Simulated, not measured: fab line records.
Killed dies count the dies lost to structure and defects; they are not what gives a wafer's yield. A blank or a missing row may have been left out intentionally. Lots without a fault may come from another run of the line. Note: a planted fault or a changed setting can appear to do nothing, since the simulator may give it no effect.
fab line records	flow nand_harc
[record] lots = 5	wafers = 15	last_day = 23
route steps=1159 shown P_GATE@170 END@1159
lots that met no fault: from a run of the same line without faults
start_h: hours from the record's opening day to when the first of the lot's shown wafers began	wait_h: hours since the lot's step before	" identical to the entry in the row above	L1.1+2: a single row standing in for several wafers	- value missing, or start not given	* or withheld: withheld	< > ~ a bound
route shown NAME@n: NAME is a module with steps in the file, n the number in the route of the first one	usual: mean and standard deviation over wafers with no fault	same: alike in all rows	chamber/n: place in a boat	sites: each site's reading	_std_site: the values' standard deviation	_edge_site: the outer-site mean with the inner-site mean subtracted	radius_mm: for every site, how far away it sits from the centre of the wafer	mask NAME#n: copy n	behind: the last tool/chamber to shape the wafer	hold: cause of the lot's hold/its duration in hours/its outcome	device: transistor that didn't switch, given as n, p or np	end of line: tests of these same wafers at the route's end	for a step that has no rows: nothing shown but its recipe	killed: count of dies lost to structure and defects at first sort (not the wafer's yield)	map: dies across one wafer; x = killed, . = not, _ = none there
set.NAME: the setting as run; set.NAME@STEP: as run at that earlier step	model.NAME: the simulator's own value behind a step, which no gauge read
lots at some steps of the route; a table a step, a row a wafer
services: from which hour (start_h, from the record's first day; less than 0 if before it) a tool's chamber was out of use, for how many hours, and why
[[steps]]
[step NHARC_P_GATE_CD_MEAS_46]
[recipe] target_cd_nm = 720	landing_energy_ev = 500
[usual] cd_nm = 719.9/2
[same] landing_energy_ev = 500
lot.wafer	tool	chamber	start_h	wait_h	cd_nm
L335.2	cd_sem-01	0	97.85	-	718.6
L335.3	"	0	"	"	719.5
L335.6	"	0	"	"	717.8
L342.1	cd_sem-03	0	144.49	-	720.3
L342.4	"	0	"	"	720.2
L342.6	"	0	"	"	720.2
L346.2	cd_sem-02	0	183.72	-	716.1
L346.4	"	0	"	"	721.4
L346.6	"	0	"	"	720.2
L351.4	cd_sem-03	0	198.49	-	722.4
L351.5	"	0	"	"	720.7
L351.6	"	0	"	"	721.4
L354.1	cd_sem-01	0	211.97	-	721.0
L354.3	"	0	"	"	722.1
L354.5	"	0	"	"	720.3
[step NHARC_P_GATE_HARDBAKE_47]
[recipe] temp_c = 125	time_s = 80
[step NHARC_P_GATE_DESCUM_48]
[recipe] time_s = 3	o2_flow_sccm = 200	ar_flow_sccm = 0	bias_power_w = 0	chemistry = O2
[usual] drypump_motor_current_A = 5.8/0.46	oes_product_au = 0.999/0.01	rf_vpp_V = 58.0/0.97	showerhead_plenum_p_Torr = 1.97/0.073	throttle_valve_pct = 11.311/0.01
lot.wafer	tool	chamber	start_h	wait_h	drypump_motor_current_A	oes_product_au	rf_hours_counter_h	rf_vpp_V	showerhead_plenum_p_Torr	throttle_valve_pct
L335.2	rie_diel-12	0	98.04	-	5.4	0.999	10	55.8	1.91	11.300
L335.3	"	1	"	"	6.2	0.991	9	58.3	2.00	11.316
L335.6	"	3	"	"	5.3	1.007	-	58.6	2.02	11.331
L342.1	rie_diel-13	2	144.68	-	6.3	0.989	14	57.3	1.84	11.301
L342.4	"	3	"	"	5.4	1.006	13	59.0	1.91	11.319
L342.6	"	1	"	"	5.7	0.999	-	57.9	2.07	11.305
L346.2	rie_diel-12	3	183.88	-	5.2	0.996	27	58.7	2.02	11.304
L346.4	"	2	"	"	6.3	1.030	25	57.6	2.05	11.299
L346.6	"	0	"	"	5.3	0.995	-	57.9	1.90	11.321
L351.4	rie_diel-12	2	198.65	-	6.3	1.017	26	58.0	2.05	11.317
L351.6	"	1	"	"	6.2	1.002	-	58.0	1.99	11.324
L351.5	"	2	"	"	6.3	1.008	-	58.1	2.05	11.303
L354.1	rie_diel-13	3	212.13	-	5.4	1.007	37	57.2	1.91	11.311
L354.3	"	0	"	"	5.9	1.006	36	57.1	1.97	11.305
L354.5	"	3	"	"	5.4	1.010	-	58.5	1.91	11.310
[step NHARC_P_GATE_IMPLANT_49]
[recipe] energy_kev = 30	dose_cm2 = 3e+15	tilt_deg = 7
[step NHARC_P_GATE_STRIP_111]
[recipe] power_w = 1500	temp_c = 110	time_s = 250	chemistry = N2/H2
[usual] drypump_motor_current_A = 5.86/0.25	heater_power_w = 79.8/2.7
lot.wafer	tool	chamber	start_h	wait_h	drypump_motor_current_A	heater_power_w	rf_hours_counter_h
L335.2	plasma_asher-01	1	98.41	0.2	5.55	80.0	55
L335.3	"	0	"	"	5.95	78.4	-
L335.6	"	1	"	"	5.54	80.9	-
L342.1	plasma_asher-02	0	145.19	0.4	5.86	82.2	45
L342.4	"	1	"	"	6.24	74.8	-
L342.6	"	0	"	"	5.89	81.9	-
L346.2	plasma_asher-01	0	184.24	0.2	5.94	83.5	27
L346.4	"	0	"	"	5.94	82.7	-
L346.6	"	1	"	"	5.55	79.7	-
L351.4	plasma_asher-02	1	199.11	0.2	6.26	75.9	-
L351.6	"	1	"	"	6.26	74.4	-
L351.5	"	0	"	"	5.84	80.3	-
L354.1	plasma_asher-01	1	212.50	0.2	5.54	79.8	40
L354.3	"	0	"	"	5.97	84.3	-
L354.5	"	1	"	"	5.54	78.1	-
[step NHARC_P_GATE_STRIP_75]
[recipe] power_w = 1500	temp_c = 250	chemistry = O2
[usual] drypump_motor_current_A = 5.86/0.25	heater_power_w = 299/9.8
lot.wafer	tool	chamber	start_h	wait_h	drypump_motor_current_A	heater_power_w	rf_hours_counter_h
L335.2	plasma_asher-01	1	98.71	0.2	5.53	300	55
L335.3	"	0	"	"	5.97	288	-
L335.6	"	1	"	"	5.52	285	-
L342.1	plasma_asher-02	0	145.45	0.2	5.88	312	45
L342.4	"	1	"	"	6.23	284	-
L342.6	"	0	"	"	5.84	312	-
L346.2	plasma_asher-01	0	184.54	0.2	5.98	315	27
L346.4	"	0	"	"	5.97	314	-
L346.6	"	1	"	"	5.53	294	-
L351.4	plasma_asher-02	1	199.34	0.2	6.22	280	-
L351.6	"	1	"	"	6.23	281	-
L351.5	"	0	"	"	5.87	305	-
L354.1	plasma_asher-01	1	212.81	0.3	5.53	289	40
L354.3	"	0	"	"	5.94	316	-
L354.5	"	1	"	"	5.53	295	-
[step NHARC_P_GATE_STRIP_50]
[recipe] time_s = 900	temp_c = 130	chemistry = SPM
[step NHARC_P_GATE_DEHYDRATE_51]
[recipe] temp_c = 150	time_s = 120
[step NHARC_P_GATE_HMDS_52]
[recipe] time_s = 30
[step NHARC_P_GATE_COAT_53]
[recipe] spin_rpm = 3000
[step NHARC_P_GATE_SOFTBAKE_54]
[recipe] temp_c = 122	time_s = 95
[step NHARC_P_GATE_EBR_55]
[step NHARC_P_GATE_EXPOSE_56]
[recipe] na = 0.6	target_cd_nm = 720	dose_mj = 14.81	mask_id = P_PSD
[usual] reticle_temp_C = 23.00/0.11
lot.wafer	tool	chamber	start_h	wait_h	mask	reticle_temp_C
L335.2	krf_scanner-04	0	99.48	-	P_PSD#0	23.07
L335.3	"	0	"	"	P_PSD#0	23.04
L335.6	"	0	"	"	P_PSD#0	23.10
L342.1	krf_scanner-01	0	146.21	-	P_PSD#0	23.16
L342.4	"	0	"	"	P_PSD#0	23.13
L342.6	"	0	"	"	P_PSD#0	23.00
L346.2	krf_scanner-03	0	185.37	-	P_PSD#0	23.08
L346.4	"	0	"	"	P_PSD#0	22.97
L346.6	"	0	"	"	P_PSD#0	22.94
L351.4	krf_scanner-01	0	199.99	-	P_HVN#0	23.07
L351.5	"	0	"	"	P_HVN#0	22.93
L351.6	"	0	"	"	P_HVN#0	22.78
L354.1	krf_scanner-03	0	213.60	-	P_PSD#0	22.91
L354.3	"	0	"	"	P_PSD#0	22.95
L354.5	"	0	"	"	P_PSD#0	22.91
[step NHARC_P_GATE_PEB_57]
[recipe] peb_temp_c = 118	peb_time_s = 85
[step NHARC_P_GATE_DEVELOP_58]
[recipe] time_s = 70
[step NHARC_P_GATE_CD_MEAS_59]
[recipe] target_cd_nm = 720	landing_energy_ev = 500
[usual] cd_nm = 719.3/1.6
[same] landing_energy_ev = 500
lot.wafer	tool	chamber	start_h	wait_h	cd_nm
L335.2	cd_sem-02	0	99.63	-	717.7
L335.3	"	0	"	"	718.9
L335.6	"	0	"	"	718.1
L342.1	cd_sem-02	0	146.36	-	719.7
L342.4	"	0	"	"	721.0
L342.6	"	0	"	"	721.5
L346.2	cd_sem-02	0	185.52	-	719.2
L346.4	"	0	"	"	719.9
L346.6	"	0	"	"	721.4
L351.4	cd_sem-03	0	200.14	-	-
L351.5	"	0	"	"	-
L351.6	"	0	"	"	-
L354.1	cd_sem-02	0	213.75	-	719.9
L354.3	"	0	"	"	718.6
L354.5	"	0	"	"	720.6
[step NHARC_P_GATE_HARDBAKE_60]
[recipe] temp_c = 125	time_s = 80
[step NHARC_END_SORT_01]
[recipe] temp_c = 25
[usual] killed_at_array = 29/9.4	killed_at_other = 0.7/1.3	killed_at_periphery = 2.9/2.1	killed_dies = 32/9	killed_open = 3.3/1.8	killed_short = 1.9/1.4
[same] gross_dies = 677
lot.wafer	tool	chamber	start_h	wait_h	killed_at_array	killed_at_other	killed_at_periphery	killed_dies	killed_open	killed_short
L351.4	prober-01	0	558.22	3.4	25	1	651	677	3	3
L351.5	prober-01	0	559.03	3.7	30	2	645	677	0	0
L351.6	prober-01	0	559.83	4.0	27	1	649	677	6	3
// killed by level:class
L351.4 P_GATE:area_expose=649 A_SLIT:chamber_film_flake=15 A_CHANNEL_HOLE_D1:chamber_film_flake=4 A_BLC:geometric_particle:short=2 P_M1:geometric_particle:open=1 A_WL_FILL:geometric_particle:open=1 A_CONTACT:geometric_particle:short=1 A_CONTACT:geometric_particle:open=1
L351.5 P_GATE:area_expose=641 A_SLIT:chamber_film_flake=16 A_CHANNEL_HOLE_D1:chamber_film_flake=12 P_ZERO_WELL:chamber_film_flake=2 P_GATE:chamber_film_flake=2 THIN_TSV:chamber_film_flake=2 A_STAIRCASE:chamber_film_flake=1 A_CONTACT:chamber_film_flake=1
L351.6 P_GATE:area_expose=647 A_SLIT:chamber_film_flake=10 A_CHANNEL_HOLE_D1:chamber_film_flake=9 A_WL_FILL:geometric_particle:open=2 P_CONTACT:geometric_particle:short=1 P_M1:geometric_particle:open=1 A_ONON_D1:geometric_particle:open=1 A_ONON_D1:geometric_particle:short=1
// map L351.4 (x killed, . not)
____________x____________
_________xxxxxxx_________
_______xxxxxxxxxxx_______
______xxxxxxxxxxxxx______
_____xxxxxxxxxxxxxxx_____
____xxxxxxxxxxxxxxxxx____
____xxxxxxxxxxxxxxxxx____
___xxxxxxxxxxxxxxxxxxx___
___xxxxxxxxxxxxxxxxxxx___
__xxxxxxxxxxxxxxxxxxxxx__
__xxxxxxxxxxxxxxxxxxxxx__
_xxxxxxxxxxxxxxxxxxxxxxx_
_xxxxxxxxxxxxxxxxxxxxxxx_
_xxxxxxxxxxxxxxxxxxxxxxx_
_xxxxxxxxxxxxxxxxxxxxxxx_
_xxxxxxxxxxxxxxxxxxxxxxx_
xxxxxxxxxxxxxxxxxxxxxxxxx
xxxxxxxxxxxxxxxxxxxxxxxxx
xxxxxxxxxxxxxxxxxxxxxxxxx
xxxxxxxxxxxxxxxxxxxxxxxxx
xxxxxxxxxxxxxxxxxxxxxxxxx
_xxxxxxxxxxxxxxxxxxxxxxx_
_xxxxxxxxxxxxxxxxxxxxxxx_
_xxxxxxxxxxxxxxxxxxxxxxx_
_xxxxxxxxxxxxxxxxxxxxxxx_
_xxxxxxxxxxxxxxxxxxxxxxx_
__xxxxxxxxxxxxxxxxxxxxx__
__xxxxxxxxxxxxxxxxxxxxx__
___xxxxxxxxxxxxxxxxxxx___
___xxxxxxxxxxxxxxxxxxx___
____xxxxxxxxxxxxxxxxx____
____xxxxxxxxxxxxxxxxx____
_____xxxxxxxxxxxxxxx_____
______xxxxxxxxxxxxx______
_______xxxxxxxxxxx_______
_________xxxxxxx_________
____________x____________
// map L342.4 (x killed, . not)
____________.____________
_________......._________
_______......x...._______
______.............______
_____..............._____
____.................____
____.................____
___........x..........___
___...................___
__............x........__
__........x............__
_.....xx.x............x._
_.......xxx...........x._
_.....x...x............._
_.........x..x........x._
_.....x................._
....xxxxxx....x......x...
.....xx..................
..x.x.xx.................
....x....................
....xx...........x.......
_....x.............x...._
_...x..................._
_......................._
_...x....x....x........._
_x......................_
__.....................__
__.....................__
___...x.x.............___
___...................___
____.................____
____..xxx............____
_____..............._____
______.............______
_______..........._______
_________......._________
____________.____________
[[services]]
tool	chamber	start_h	hours	kind
rie_diel-13	-	75.81	0.4	repair
rie_diel-13	-	79.63	0.4	repair
krf_scanner-01	-	84.00	4.0	pm
plasma_asher-01	-	99.00	9.0	pm
plasma_asher-01	0	99.00	9.0	vent_cycle
plasma_asher-01	1	99.00	9.0	vent_cycle
rie_diel-13	-	99.00	9.0	pm
krf_scanner-03	-	100.26	0.5	repair
rie_diel-12	2	101.17	3.5	repair
krf_scanner-04	-	111.07	21.8	repair
rie_diel-12	0	112.39	14.9	repair
krf_scanner-04	-	141.17	3.5	repair
rie_diel-13	-	154.72	0.8	repair
krf_scanner-04	-	158.82	0.6	repair
krf_scanner-04	-	159.90	5.9	repair
krf_scanner-03	-	168.00	4.0	pm
krf_scanner-01	-	171.49	0.5	repair
plasma_asher-02	-	178.54	2.7	repair
krf_scanner-04	-	180.42	1.0	repair
plasma_asher-02	-	183.41	9.0	pm
plasma_asher-02	-	196.90	2.1	repair
rie_diel-13	0	199.13	4.1	repair
rie_diel-12	-	202.40	9.0	pm
krf_scanner-03	-	204.11	3.0	repair
[[key]]
[first_sign] step = NHARC_P_GATE_EXPOSE_56	reading = mask	direction = changed
[effect] step = NHARC_P_GATE_CD_MEAS_59	reading = cd_nm	direction = missing
[effect] step = NHARC_END_SORT_01	reading = killed_at_periphery	direction = up	sigmas = 99+	usual = 2.9	struck = 648.3
[more_kills_born_at] NHARC_P_GATE_EXPOSE_56@krf_scanner-01 = 1937
met_at NHARC_P_GATE_EXPOSE_56
struck_wafers L351.4,L351.5,L351.6
later_rows_left_out L351.4,L351.5,L351.6
tester_left_out L351
onset_between 146.21 199.99
[fault] kind = wrong_mask	tool = any	chamber = -	onset_h = 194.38	steps = NHARC_P_GATE_EXPOSE_56	aux_copy = P_HVN#0	scope = struck_lots_only
// tester_left_out: of these lots the tester's yield and bins aren't shown, on N5 and GAA mostly nor the transistor test; their killed dies are dies lost to structure and defects alone, not to doping, threshold or leakage, so they don't give the yield
// later_rows_left_out: the simulator's readings of these wafers behind a module that went badly wrong aren't trusted and aren't shown, but for the sort
